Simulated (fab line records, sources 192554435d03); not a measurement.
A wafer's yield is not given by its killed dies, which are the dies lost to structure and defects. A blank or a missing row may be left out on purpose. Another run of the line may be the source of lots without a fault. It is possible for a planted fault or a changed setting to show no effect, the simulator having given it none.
fab line records	flow n5Finfet
record: lots: 7	wafers: 21	lastDay: 18
route steps=1938 shown BEOL_M0_SAQP@652 BEOL_M4@1111 PASSIVATION@1936
lots that met no fault: taken from a fault-free run of the same line
startH: hours from the record's opening day to when the first of the lot's shown wafers began	waitH: hours elapsed since this lot's preceding step	" unchanged from the row above	L1.1+2: a row that stands for several wafers	- no value present, or no start provided	* or withheld: withheld	< > ~ a bound
route shown NAME@n: a module of which the file shows steps, and the number in the route of the first	usual: mean/standard deviation of fault-free wafers	same: alike in all rows	chamber/n: place in a boat	sites: the reading at each site	_std_site: the values' standard deviation	_edge_site: the outer-site mean with the inner-site mean subtracted	radiusMm: how far each site lies from the wafer's centre	mask NAME#n: copy n	behind: the last tool/chamber to shape the wafer	hold: why the lot went on hold/how many hours it stayed there/how the hold came to an end	device: the n, p or np transistor that did not switch	end of line: tests run on the same wafers once the route is complete	where a step has no rows: the recipe by itself	killed: the dies lost at the first sort to structure and to defects; this is not the yield of the wafer	map: per-die view of a wafer (x killed, . not killed, _ where there is no die)
set.NAME: the run value of the setting; set.NAME@STEP: its run value at that earlier step	model.NAME: the simulator's own value behind a step, which no gauge read
lots seen at some steps along the route; tables by step, rows by wafer
services: from which hour (startH, from the record's first day; less than 0 if before it) a tool's chamber was out of use, for how many hours, and why
== steps ==
step: N5_BEOL_M0_SAQP_DESCUM_19
recipe: chemistry: O2	timeS: 7.9	sourcePowerW: 50	biasPowerW: 20	pressureMtorr: 20	rfFrequencyHz: 2.712e+07	tempC: 40	resist: CAR-ArF	o2FlowSccm: 225
step: N5_BEOL_M0_SAQP_ETCH_83
recipe: chemistry: CF4	target: SiARC	targetDepthA: 390	maskMaterial: CAR-ArF	timeS: 65	ionEnergyEv: 80	pressureMtorr: 40	sourceW: 545	biasW: 36	Ar_flow_sccm: 100	cf4FlowSccm: 100	ends: cleared
usual: biasW: 36.00/0.1	cf4FlowSccm: 99.98/0.29	drypumpMotorCurrentA: 5.6/0.43	etchRfOnTimeS: 64.6/0.99	oesProductAu: 0.68/0.074	rfVppV: 184.3/1.2	showerheadPlenumPTorr: 2.17/0.075	throttleValvePct: 15.62/0.25
lot.wafer	tool	chamber	startH	waitH	biasW	cf4FlowSccm	drypumpMotorCurrentA	etchRfOnTimeS	oesProductAu	rfHoursCounterH	rfVppV	showerheadPlenumPTorr	throttleValvePct
L947.1	rieDiel-04	2	134.40	0.0	35.89	100.08	5.8	65.4	0.59	214	184.3	2.20	15.84
L947.3	"	0	"	"	35.98	99.83	5.8	65.2	0.58	230	183.4	2.21	15.88
L947.6	"	1	"	"	35.95	100.19	5.7	66.3	0.72	-	184.1	2.09	15.25
L952.1	rieDiel-01	1	164.44	0.0	36.15	100.04	5.9	65.3	0.74	26	184.8	2.27	15.11
L952.4	"	1	"	"	36.05	99.73	5.9	65.3	0.75	-	186.3	2.27	15.12
L952.5	"	3	"	"	36.07	99.48	5.4	62.7	0.76	-	184.0	2.18	15.50
L954.4	rieDiel-04	0	179.09	0.0	35.98	100.19	5.8	64.4	0.58	243	184.0	2.20	15.91
L954.5	"	0	"	"	36.01	100.02	5.8	64.7	0.58	-	184.9	2.20	15.90
L954.6	"	1	"	"	36.07	100.28	5.7	65.1	0.71	-	183.9	2.09	15.28
L955.2	rieDiel-04	1	182.90	0.0	35.95	99.88	5.7	65.5	0.70	71	183.0	2.09	15.28
L955.4	"	2	"	"	35.84	100.04	5.7	64.6	0.59	-	184.8	2.20	15.86
L955.6	"	1	"	"	35.90	100.36	5.7	65.2	0.71	-	182.1	2.09	15.29
L956.1	rieDiel-01	1	199.73	0.0	36.09	100.39	5.9	65.6	0.73	35	185.9	2.26	15.12
L956.4	"	2	"	"	35.75	100.02	5.5	65.1	0.59	250	185.0	2.11	15.85
L956.6	"	3	"	"	35.93	99.91	5.4	62.7	0.75	-	184.1	2.17	15.48
L958.1	rieDiel-04	2	205.31	0.0	36.30	100.07	5.7	65.0	0.58	238	183.9	2.19	15.88
L958.2	"	1	"	"	36.03	99.71	5.7	64.6	0.70	81	184.1	2.08	15.30
L958.4	"	2	"	"	36.09	100.04	5.7	64.5	0.58	-	185.6	2.19	15.88
L964.1	rieDiel-03	1	255.22	0.0	35.72	99.79	6.0	64.7	0.72	68	183.5	2.17	15.51
L964.2	"	2	"	"	35.88	99.95	5.4	63.9	0.69	109	185.2	2.24	15.87
L964.6	"	3	"	"	35.82	99.85	4.7	65.8	0.70	-	182.3	2.08	15.77
step: N5_BEOL_M0_SAQP_ETCH_84
recipe: chemistry: N2/H2	target: SOC	targetDepthA: 1000	overetchA: 200	maskMaterial: SiARC	tempC: 40	timeS: 150	ionEnergyEv: 200	pressureMtorr: 30	sourceW: 840	biasW: 150	n2FlowSccm: 200	h2FlowSccm: 200
usual: biasW: 150.1/0.41	drypumpMotorCurrentA: 5.6/0.43	oesProductAu: 0.71/0.074	rfVppV: 524.7/2.8	showerheadPlenumPTorr: 2.57/0.094	tempC: 40.01/0.11	throttleValvePct: 17.83/0.22
lot.wafer	tool	chamber	startH	waitH	biasW	drypumpMotorCurrentA	oesProductAu	rfHoursCounterH	rfVppV	showerheadPlenumPTorr	tempC	throttleValvePct
L947.1	rieDiel-04	2	134.45	0.0	149.6	5.8	0.63	214	528.2	2.61	40.09	17.99
L947.3	"	0	"	"	150.5	5.8	0.61	230	525.9	2.61	40.01	17.98
L947.6	"	1	"	"	150.1	5.8	0.76	-	523.1	2.48	40.03	17.52
L952.1	rieDiel-01	1	164.49	0.0	149.5	6.0	0.78	26	529.4	2.70	40.14	17.30
L952.4	"	1	"	"	149.8	6.0	0.79	-	529.2	2.70	40.14	17.30
L952.5	"	3	"	"	150.4	5.4	0.78	-	524.4	2.59	40.00	17.70
L954.4	rieDiel-04	0	179.14	0.0	149.8	5.8	0.61	243	523.9	2.61	40.02	18.02
L954.5	"	0	"	"	149.6	5.8	0.60	-	524.7	2.61	40.17	18.02
L954.6	"	1	"	"	150.3	5.7	0.75	-	522.2	2.47	39.98	17.54
L955.2	rieDiel-04	1	182.95	0.0	150.6	5.7	0.75	71	524.0	2.47	40.06	17.56
L955.4	"	2	"	"	149.8	5.8	0.62	-	524.9	2.61	39.87	18.01
L955.6	"	1	"	"	150.7	5.8	0.75	-	522.2	2.47	39.99	17.57
L956.1	rieDiel-01	1	199.78	0.0	149.1	6.0	0.78	35	528.4	2.70	39.89	17.33
L956.4	"	2	"	"	150.2	5.5	0.62	250	522.9	2.51	40.15	18.07
L956.6	"	3	"	"	150.3	5.4	0.77	-	526.0	2.59	39.90	17.72
L958.1	rieDiel-04	2	205.36	0.0	149.7	5.8	0.62	238	526.9	2.60	40.08	18.02
L958.2	"	1	"	"	150.0	5.7	0.74	81	521.8	2.47	39.98	17.57
L958.4	"	2	"	"	150.5	5.8	0.61	-	524.9	2.60	40.08	18.02
L964.1	rieDiel-03	1	255.27	0.0	150.4	5.9	0.74	68	524.5	2.57	40.04	17.71
L964.2	"	2	"	"	150.1	5.4	0.72	110	527.4	2.67	40.27	18.11
L964.6	"	3	"	"	150.0	4.7	0.74	-	521.7	2.47	40.05	18.00
step: N5_BEOL_M0_SAQP_STRIP_80
recipe: chemistry: N2/H2	tempC: 40	n2FlowSccm: 200	h2FlowSccm: 200	rfFrequencyHz: 6e+07
step: N5_BEOL_M0_SAQP_HM_OPEN_112
recipe: chemistry: CHF3/O2	target: SiO2	stopOn: a-Si	targetDepthA: 120	overEtchFrac: 1.25	maskMaterial: SOC	timeS: 13.5	pressureMtorr: 30	sourceW: 650	biasW: 170	Ar_flow_sccm: 200	CHF3_flow_sccm: 50	O2_flow_sccm: 5	ionEnergyEv: 200	ends: endPoint
step: N5_BEOL_M0_SAQP_STRIP_113
recipe: chemistry: CHF3/O2	resist: SiARC	rfFrequencyHz: 6e+07
step: N5_BEOL_M0_SAQP_MANDREL_ETCH_20
recipe: targetDepthA: 600	chemistry: HBr/Cl2	target: a-Si	stopOn: SiNx	btTimeS: 10	maskMaterial: SOC	overEtchFrac: 0.5	timeS: 30	pressureMtorr: 10	icpW: 800	biasW: 75	HBr_flow_sccm: 150	Cl2_flow_sccm: 80	ends: endPoint
step: N5_BEOL_M0_SAQP_STRIP_86
recipe: chemistry: N2/H2	powerW: 500	tempC: 40	pressureMtorr: 50	rfFrequencyHz: 6e+07	overashFraction: 0.3	biasPowerW: 28	h2Frac: 0.5	n2FlowSccm: 300	h2FlowSccm: 300
usual: drypumpMotorCurrentA: 5.5/0.45	oesProductAu: 0.81/0.078	rfVppV: 122.1/1.4	showerheadPlenumPTorr: 3.39/0.12	tempC: 40.01/0.13	throttleValvePct: 18.92/0.21
lot.wafer	tool	chamber	startH	waitH	drypumpMotorCurrentA	oesProductAu	rfHoursCounterH	rfVppV	showerheadPlenumPTorr	tempC	throttleValvePct
L947.1	rieDiel-03	2	134.74	0.1	5.5	0.84	71	123.6	3.54	39.86	19.21
L947.3	"	3	"	"	4.7	0.89	36	119.1	3.29	40.07	18.89
L947.6	"	2	"	"	5.4	0.83	-	123.7	3.54	39.89	19.17
L952.1	rieDiel-03	0	164.78	0.1	5.3	0.69	230	122.2	3.19	39.75	18.91
L952.4	"	1	"	"	5.9	0.87	36	122.5	3.41	40.00	18.78
L952.5	"	2	"	"	5.4	0.82	-	120.8	3.53	39.88	19.23
L954.4	rieDiel-04	1	179.43	0.1	5.7	0.84	69	122.3	3.27	40.06	18.81
L954.5	"	0	"	"	5.8	0.68	-	122.3	3.44	39.98	18.95
L954.6	"	1	"	"	5.7	0.83	-	121.9	3.27	39.99	18.79
L955.2	rieDiel-03	0	183.24	0.1	5.3	0.69	237	122.2	3.19	40.02	18.91
L955.4	"	3	"	"	4.7	0.86	52	121.8	3.28	39.88	18.91
L955.6	"	0	"	"	5.3	0.69	-	119.4	3.19	39.96	18.90
L956.1	rieDiel-04	0	200.13	0.1	5.8	0.67	250	123.4	3.44	39.94	18.97
L956.4	"	0	"	"	5.8	0.68	-	124.1	3.44	39.95	18.96
L956.6	"	1	"	"	5.7	0.83	-	123.3	3.27	40.15	18.82
L958.1	rieDiel-04	2	205.79	0.2	5.8	0.69	238	124.1	3.44	39.98	19.01
L958.2	"	0	"	"	5.8	0.68	253	123.1	3.44	40.00	18.98
L958.4	"	2	"	"	5.8	0.69	-	123.2	3.44	40.04	18.98
L964.1	rieDiel-03	0	255.58	0.1	5.2	0.93	5	121.9	3.58	39.78	18.52
L964.2	"	3	"	"	4.8	0.82	80	123.6	3.26	40.09	18.92
L964.6	"	1	"	"	5.9	0.83	-	121.7	3.39	39.97	18.80
step: N5_BEOL_M0_SAQP_STRIP_115
recipe: chemistry: postEtchResidueRemover	timeS: 60	tempC: 25	removerPh: withheld	removerWaterWtPct: withheld	removerFluorideWtPct: withheld
step: N5_BEOL_M0_SAQP_SRD_93
recipe: dry: ipaMarangoni	timeS: 30	tempC: 23	rinseLiquid: diw
step: N5_BEOL_M0_SAQP_RECESS_114
recipe: chemistry: HF/NH3	target: SiO2	targetDepthA: 144	afsCycles: 3	tempC: 30	sublimationTempC: 180	sublimationTimeS: 60
step: N5_BEOL_M0_SAQP_SPACER1_ALD_98
recipe: material: SiO2	targetThkA: 128	tempC: 300	aldPrecursorFamily: BDEAS	aldCoReactant: O2-plasma	pulseTimeS: 1	purgeTimeS: 2	coReactantPurgeTimeS: 2	aldCycles: 138	pressureTorr: 2
usual: heaterPowerW: 513/39	precursorPulseHeightRel: 1.003/0.019
lot.wafer	tool	chamber	startH	waitH	heaterPowerW	precursorPulseHeightRel
L947.1	aldSin-02	1	135.27	0.3	539	0.982
L947.3	"	0	"	"	531	1.005
L947.6	"	0	"	"	515	1.000
L952.1	aldSin-02	2	165.30	0.3	549	1.010
L952.4	"	3	"	"	511	0.983
L952.5	"	0	"	"	529	1.024
L954.4	aldSin-04	2	180.00	0.2	581	1.024
L954.5	"	2	"	"	576	1.020
L954.6	"	1	"	"	484	0.945
L955.2	aldSin-02	0	183.75	0.3	526	1.040
L955.4	"	2	"	"	534	1.008
L955.6	"	2	"	"	547	1.021
L956.1	aldSin-03	2	200.65	0.3	523	0.991
L956.4	"	0	"	"	429	0.994
L956.6	"	1	"	"	501	0.981
L958.1	aldSin-02	2	206.31	0.3	546	1.009
L958.2	"	0	"	"	525	0.972
L958.4	"	1	"	"	529	0.989
L964.1	aldSin-02	0	256.10	0.3	521	1.011
L964.2	"	2	"	"	533	1.002
L964.6	"	0	"	"	527	1.006
step: N5_BEOL_M0_SAQP_SPACER1_ETCHBACK_99
recipe: chemistry: CHF3/O2	mode: anisotropicEtchback	target: SiO2	targetDepthA: 154	timeS: 7.7	pressureMtorr: 30	sourceW: 650	biasW: 170	Ar_flow_sccm: 200	CHF3_flow_sccm: 50	O2_flow_sccm: 5	ionEnergyEv: 200
usual: biasW: 170.0/0.51	drypumpMotorCurrentA: 5.6/0.44	oes_o_777_au: 0.79/0.081	oesProductAu: 0.79/0.084	rfVppV: 524/5.7	showerheadPlenumPTorr: 2.42/0.087	throttleValvePct: 18.97/0.23
lot.wafer	tool	chamber	startH	waitH	biasW	drypumpMotorCurrentA	oes_o_777_au	oesProductAu	rfHoursCounterH	rfVppV	showerheadPlenumPTorr	throttleValvePct
L947.1	rieDiel-04	1	135.74	0.3	169.0	5.7	0.85	0.85	57	527	2.34	18.53
L947.3	"	0	"	"	169.9	5.8	0.68	0.68	231	536	2.48	19.12
L947.6	"	2	"	"	169.7	5.7	0.71	0.69	-	523	2.48	19.14
L952.1	rieDiel-03	1	165.88	0.4	170.8	5.9	0.88	0.88	36	522	2.46	18.80
L952.4	"	2	"	"	170.7	5.4	0.85	0.84	77	520	2.53	19.13
L952.5	"	3	"	"	170.6	4.7	0.84	0.86	-	524	2.35	19.06
L954.4	rieDiel-03	2	180.48	0.3	169.4	5.4	0.84	0.83	82	519	2.53	19.15
L954.5	"	0	"	"	169.4	5.2	0.71	0.70	-	516	2.29	19.18
L954.6	"	1	"	"	170.8	5.9	0.87	1.08	-	521	2.45	18.86
L955.2	rieDiel-03	3	184.23	0.3	170.6	4.7	0.84	0.86	52	525	2.35	19.07
L955.4	"	2	"	"	170.3	5.4	0.84	0.83	83	519	2.53	19.15
L955.6	"	1	"	"	170.5	5.9	0.87	1.08	-	522	2.45	18.85
L956.1	rieDiel-03	3	201.18	0.3	169.6	4.8	0.83	0.85	57	523	2.34	19.06
L956.4	"	1	"	"	169.3	5.9	0.86	1.08	48	520	2.45	18.86
L956.6	"	1	"	"	169.1	5.9	0.86	1.07	-	521	2.45	18.86
L958.1	rieDiel-04	0	206.79	0.3	170.8	5.8	0.66	0.67	253	535	2.47	19.16
L958.2	"	1	"	"	170.1	5.7	0.82	0.83	81	528	2.34	18.57
L958.4	"	1	"	"	170.3	5.7	0.82	0.81	-	527	2.34	18.55
L964.1	rieDiel-04	2	256.57	0.3	170.5	5.8	0.68	0.68	250	522	2.47	19.17
L964.2	"	1	"	"	169.9	5.7	0.81	0.81	92	529	2.33	18.57
L964.6	"	3	"	"	170.1	6.4	0.72	0.70	-	519	2.29	19.03
step: N5_BEOL_M0_SAQP_MANDREL1_REMOVE_100
recipe: chemistry: HBr/Cl2/O2	btTimeS: 10	target: a-Si	stopOn: SiNx	endpoint: OES-SiCl	overEtchFrac: 0.85	icpW: 600	biasW: 30	HBr_flow_sccm: 150	Cl2_flow_sccm: 80	O2_flow_sccm: 5	pressureMtorr: 10
usual: biasW: 30.00/0.091	drypumpMotorCurrentA: 5.7/0.32	oes_o_777_au: 0.997/0.028	oesProductAu: 1.001/0.012	throttleValvePct: 36.74/0.28
lot.wafer	tool	chamber	startH	waitH	biasW	drypumpMotorCurrentA	oes_o_777_au	oesProductAu	rfHoursCounterH	throttleValvePct
L947.1	rieSi-06	2	135.83	0.1	29.87	5.6	1.032	1.019	8	37.05
L947.3	"	0	"	"	29.91	5.9	1.010	0.986	190	36.58
L947.6	"	2	"	"	29.87	5.6	1.034	1.018	-	37.06
L952.1	rieSi-04	3	165.96	0.1	30.04	5.7	0.994	1.001	122	36.78
L952.4	"	0	"	"	29.96	5.8	0.994	0.986	159	37.04
L952.5	"	1	"	"	29.98	4.8	0.943	0.992	-	36.81
L954.4	rieSi-02	1	180.57	0.1	30.10	5.5	1.000	1.002	88	36.56
L954.5	"	3	"	"	30.01	5.9	1.010	1.012	-	36.32
L954.6	"	2	"	"	29.98	5.5	0.946	1.002	-	37.09
L955.2	rieSi-02	2	184.31	0.1	29.98	5.5	0.953	0.998	122	37.09
L955.4	"	1	"	"	29.95	5.5	1.002	1.004	88	36.57
L955.6	"	3	"	"	30.05	5.9	1.015	1.011	-	36.35
L956.1	rieSi-06	2	201.27	0.1	29.99	5.5	1.034	1.008	9	37.07
L956.4	"	3	"	"	29.98	5.5	0.983	0.980	-	37.00
L956.6	"	2	"	"	30.04	5.6	1.029	1.005	-	37.07
L958.1	rieSi-02	0	206.87	0.1	29.80	6.4	1.017	1.006	26	36.46
L958.2	"	1	"	"	30.09	5.5	1.005	1.001	88	36.56
L958.4	"	2	"	"	29.82	5.5	0.955	1.003	123	37.10
L964.1	rieSi-02	3	256.66	0.1	29.88	5.9	1.015	1.010	37	36.35
L964.2	"	1	"	"	29.87	5.5	1.000	0.999	89	36.56
L964.6	"	1	"	"	30.08	5.5	0.997	0.989	-	36.59
step: N5_BEOL_M4_RC_MEAS_101
usual: DIBL_N: 36.4/1.3	DIBL_P: 36.5/1.7	IOFF_N: 0.154/0.022	IOFF_P: 0.202/0.025	ION_N: 671/9.8	ION_P: 460/6.8	SS_N: 71.6/0.54	SS_P: 73.4/0.58	VT_N: 250.9/2.8	VT_P: -251.4/2.7
lot.wafer	tool	chamber	startH	waitH	DIBL_N[mV/V]	DIBL_P[mV/V]	IOFF_N[nA/um]	IOFF_P[nA/um]	ION_N[uA/um]	ION_P[uA/um]	SS_N[mV/dec]	SS_P[mV/dec]	VT_N[mV]	VT_P[mV]
L947.1	prober-02	0	194.30	0.0	35.8	36.5	0.143	0.203	672	466	71.7	73.2	252.8	-251.1
L947.3	"	0	"	"	38.1	39.0	0.183	0.240	677	465	72.5	73.4	246.3	-250.3
L947.6	"	0	"	"	36.5	37.6	0.154	0.214	682	471	71.0	72.7	251.1	-248.0
L952.1	prober-01	0	220.71	0.0	35.5	34.0	0.128	0.193	665	465	71.0	72.4	253.5	-250.1
L952.4	"	0	"	"	36.4	35.6	0.153	0.212	674	466	71.6	73.0	248.7	-251.0
L952.5	"	0	"	"	35.0	33.7	0.125	0.180	675	466	70.8	72.0	253.2	-252.8
L954.4	prober-01	0	230.69	0.5	36.0	38.9	0.155	0.192	670	460	71.8	73.2	251.3	-252.9
L954.5	"	0	"	"	34.5	37.5	0.130	0.163	668	451	71.6	72.3	254.5	-258.2
L954.6	"	0	"	"	36.3	39.3	0.157	0.190	675	461	71.5	73.4	250.8	-253.5
L955.2	prober-02	0	230.87	0.2	34.9	35.0	0.146	0.184	671	459	71.5	73.1	250.8	-252.2
L955.4	"	0	"	"	35.0	35.3	0.145	0.196	675	461	71.7	72.9	252.1	-251.9
L955.6	"	0	"	"	33.7	33.4	0.126	0.169	684	464	71.1	72.0	252.2	-252.1
L956.1	prober-02	0	261.41	0.0	35.9	35.8	0.158	0.198	677	467	72.0	74.0	248.8	-247.8
L956.4	"	0	"	"	36.6	37.2	0.176	0.216	679	461	72.1	73.8	249.0	-251.8
L956.6	"	0	"	"	35.4	35.5	0.147	0.183	678	469	71.9	73.9	250.8	-252.8
L958.1	prober-01	0	265.32	0.0	34.6	35.4	0.134	0.196	679	465	70.9	73.0	254.6	-249.5
L958.2	"	0	"	"	35.8	36.9	0.158	0.220	670	462	71.7	73.2	252.0	-248.9
L958.4	"	0	"	"	33.5	34.3	0.123	0.190	656	456	71.3	72.8	255.7	-250.8
L964.1	prober-01	0	310.67	0.0	33.7	33.9	0.121	0.185	672	463	70.7	72.6	252.3	-248.9
L964.2	"	0	"	"	34.9	35.8	0.146	0.217	684	471	71.2	73.6	250.0	-247.5
L964.6	"	0	"	"	34.2	34.5	0.128	0.194	663	464	70.9	72.4	251.7	-248.6
step: N5_PASSIVATION_PROBE_49
usual: defectLimitedYield: 91.1/1.3	killed_at_M0_to_M3: 34/10	killed_at_M4_up: 14/5.7	killedAtContacts: 12/5.9	killedAtFrontEnd: 41/12	killedAtOther: 4/3.1	killedDies: 105/15	killedOpen: 69/11	killedShort: 35/7.8	sort_bin_5_function: 5.3/0.81	sort_bin_6_memory: 3.3/0.75	sortNPass: 1075/15	sortYieldPct: 91.1/1.3
same: grossDies: 1180	killedAtBackSide: 0	sort_bin_4_leakage[%]: 0	sort_bin_8_speed[%]: 0
lot.wafer	tool	chamber	startH	waitH	defectLimitedYield[%]	killed_at_M0_to_M3	killed_at_M4_up	killedAtContacts	killedAtFrontEnd	killedAtOther	killedDies	killedOpen	killedShort	sort_bin_5_function[%]	sort_bin_6_memory[%]	sortNPass	sortYieldPct[%]
L954.4	prober-02	-	343.81	0.2	90.1	20	23	9	59	6	117	82	33	5.7	4.1	1063	90.1
L954.5	prober-02	-	343.86	0.2	91.7	31	16	8	40	3	98	63	34	4.5	3.6	1082	91.7
L954.6	prober-02	-	343.91	0.3	90.3	39	15	8	46	6	114	81	31	5.3	4.0	1066	90.3
L958.1	prober-02	-	363.58	0.0	90.3	45	20	12	36	2	115	72	41	5.3	4.2	1065	90.3
L958.2	prober-02	-	363.63	0.1	92.6	21	15	9	39	3	87	62	24	4.3	2.9	1093	92.6
L958.4	prober-02	-	363.73	0.2	89.4	43	9	14	48	11	125	86	34	6.3	3.4	1055	89.4
killed by level:class
L954.4 STI_FIN_REVEAL:geometricParticle:open=14 MOL_CONTACT_COAG:geometricParticle:open=8 FIN_SAQP:geometricParticle:open=7 BEOL_M5:geometricParticle:open=6 DUMMY_GATE:geometricParticle:open=5 GATE_CUT:geometricParticle:short=5 BEOL_M0_SAQP:geometricParticle:short=5 BEOL_M2:geometricParticle:open=5
L954.5 STI_FIN_REVEAL:geometricParticle:open=17 BEOL_M0_SAQP:geometricParticle:short=10 BEOL_M4:geometricParticle:open=8 MOL_CONTACT_COAG:geometricParticle:open=8 FIN_SAQP:geometricParticle:open=5 BEOL_M0_SAQP:geometricParticle:open=5 FIN_SAQP:geometricParticle:short=4 BEOL_M3:geometricParticle:open=4
L954.6 BEOL_M3:geometricParticle:open=12 FIN_SAQP:geometricParticle:short=10 FIN_SAQP:geometricParticle:open=9 MOL_CONTACT_COAG:geometricParticle:open=7 BEOL_M4:geometricParticle:open=6 BEOL_M1:geometricParticle:open=6 BEOL_M0_SAQP:geometricParticle:open=5 STI_FIN_REVEAL:geometricParticle:open=5
L958.1 BEOL_M0_SAQP:geometricParticle:open=14 BEOL_M0_SAQP:geometricParticle:short=12 MOL_CONTACT_COAG:geometricParticle:open=10 STI_FIN_REVEAL:geometricParticle:open=6 DUMMY_GATE:geometricParticle:open=6 BEOL_M1:geometricParticle:open=6 FIN_SAQP:geometricParticle:short=5 STARTING-WAFER:geometricParticle:short=5
L958.2 STI_FIN_REVEAL:geometricParticle:open=12 BEOL_M4:geometricParticle:open=9 MOL_CONTACT_COAG:geometricParticle:open=7 BEOL_M0_SAQP:geometricParticle:open=6 BEOL_M1:geometricParticle:open=5 FIN_SAQP:geometricParticle:open=4 FIN_SAQP:geometricParticle:short=4 ILD0:geometricParticle:open=4
L958.4 STI_FIN_REVEAL:geometricParticle:open=15 MOL_CONTACT_COAG:geometricParticle:open=12 BEOL_M3:geometricParticle:open=10 FIN_SAQP:geometricParticle:open=9 BEOL_M1:geometricParticle:open=9 BEOL_M0_SAQP:geometricParticle:open=8 BEOL_M0_SAQP:geometricParticle:short=8 MIM_TOP_ETCH:geometricParticle:short=6
== services ==
tool	chamber	startH	hours	kind
rieDiel-04	3	120.72	9.8	repair
rieSi-04	-	133.87	0.3	repair
rieSi-06	3	134.24	2.9	repair
rieDiel-03	2	147.89	8.5	repair
rieDiel-04	-	150.63	0.2	repair
rieDiel-01	2	163.08	6.8	repair
rieSi-04	3	166.46	8.6	repair
aldSin-03	-	177.86	14.0	pm
rieDiel-04	0	179.56	5.8	repair
rieSi-04	1	183.93	3.2	repair
rieDiel-04	3	185.77	45.5	repair
rieDiel-03	0	219.55	-	clean
rieDiel-03	0	219.55	-	consumableReplace:focusRing
rieDiel-03	0	219.55	-	consumableReplace:showerhead
rieDiel-03	0	219.55	19.9	scheduledDown
aldSin-02	-	229.82	0.6	repair
aldSin-04	2	236.79	53.0	repair
rieDiel-04	0	242.16	-	clean
rieDiel-04	0	242.16	-	consumableReplace:focusRing
rieDiel-04	0	242.16	16.1	scheduledDown
rieDiel-04	0	242.16	16.1	ventCycle
rieDiel-04	1	246.44	6.6	repair
rieSi-06	3	246.77	5.2	repair
rieDiel-04	2	248.61	3.7	repair
== key ==
firstSign: step: N5_BEOL_M0_SAQP_SPACER1_ETCHBACK_99	reading: oesProductAu	direction: up	sigmas: 3.4	usual: 0.79	struck: 1.08
effect none on later readings
metAt N5_BEOL_M0_SAQP_SPACER1_ETCHBACK_99
struckWafers L954.6,L955.6,L956.4,L956.6
onsetBetween 165.88 180.48
fault: kind: processParameterDrift	tool: rieDiel-03	chamber: 1	onsetH: 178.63	steps: N5_BEOL_M0_SAQP_SPACER1_ETCHBACK_99	channel: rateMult	offset: 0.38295	shape: step	endH: 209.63
